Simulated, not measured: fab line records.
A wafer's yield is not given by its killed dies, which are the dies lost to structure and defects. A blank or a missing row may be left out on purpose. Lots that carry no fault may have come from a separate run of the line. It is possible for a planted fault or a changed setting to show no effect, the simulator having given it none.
Matching of chambers / flow n5-finfet / rie-diel-05 running N5_BEOL_M12_ETCH_38: 4 sister chambers
The step etches SiCN in CF4/N2, target depth 68.7 nm, time 73.4 s. 4 wafers are shown with their chamber, then 7 later ones without.

== EACH WAFER AND ITS CHAMBER ==
wafer=L090.6; chamber=2; drypump-motor-current-A (A)=5.2
wafer=L092.4; chamber=1; drypump-motor-current-A (A)=6.0
wafer=L094.1; chamber=3; drypump-motor-current-A (A)=5.7
wafer=L094.5; chamber=0; drypump-motor-current-A (A)=5.1

== WAFERS WITH NO CHAMBER GIVEN ==
wafer=L094.6; drypump-motor-current-A (A)=6.0
wafer=L096.1; drypump-motor-current-A (A)=6.0
wafer=L096.2; drypump-motor-current-A (A)=5.1
wafer=L096.3; drypump-motor-current-A (A)=5.1
wafer=L097.1; drypump-motor-current-A (A)=5.0
wafer=L097.2; drypump-motor-current-A (A)=6.0
wafer=L097.4; drypump-motor-current-A (A)=5.8

== WHICH CHAMBER EACH ONE RAN IN ==
wafer=L094.6; from the rows above=1; in truth=1
wafer=L096.1; from the rows above=1; in truth=1
wafer=L096.2; from the rows above=can't be placed: 0 or 2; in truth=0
wafer=L096.3; from the rows above=can't be placed: 0 or 2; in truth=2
wafer=L097.1; from the rows above=can't be placed: 0 or 2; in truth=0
wafer=L097.2; from the rows above=1; in truth=1
wafer=L097.4; from the rows above=can't be placed: 3 or 1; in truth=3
3 of 7 placed correctly. Unplaceable from these rows: 4, with the true chamber sitting among the candidates in 4. Placed wrongly: 0.
How it was worked out, from the rows above alone: a wafer's distance from a chamber is the root of the sum, over the readings, of the square of ((its reading less the chamber's mean) divided by the reading's scatter). If the next closest chamber is less than 2 further off than the closest, the wafer can't be placed; otherwise it belongs to the closest. The mean given for a chamber averages the wafers shown for that chamber. The scatter (one wafer shown for each chamber): square how far every hidden wafer sits from the nearest shown wafer, average those squares and take the square root.
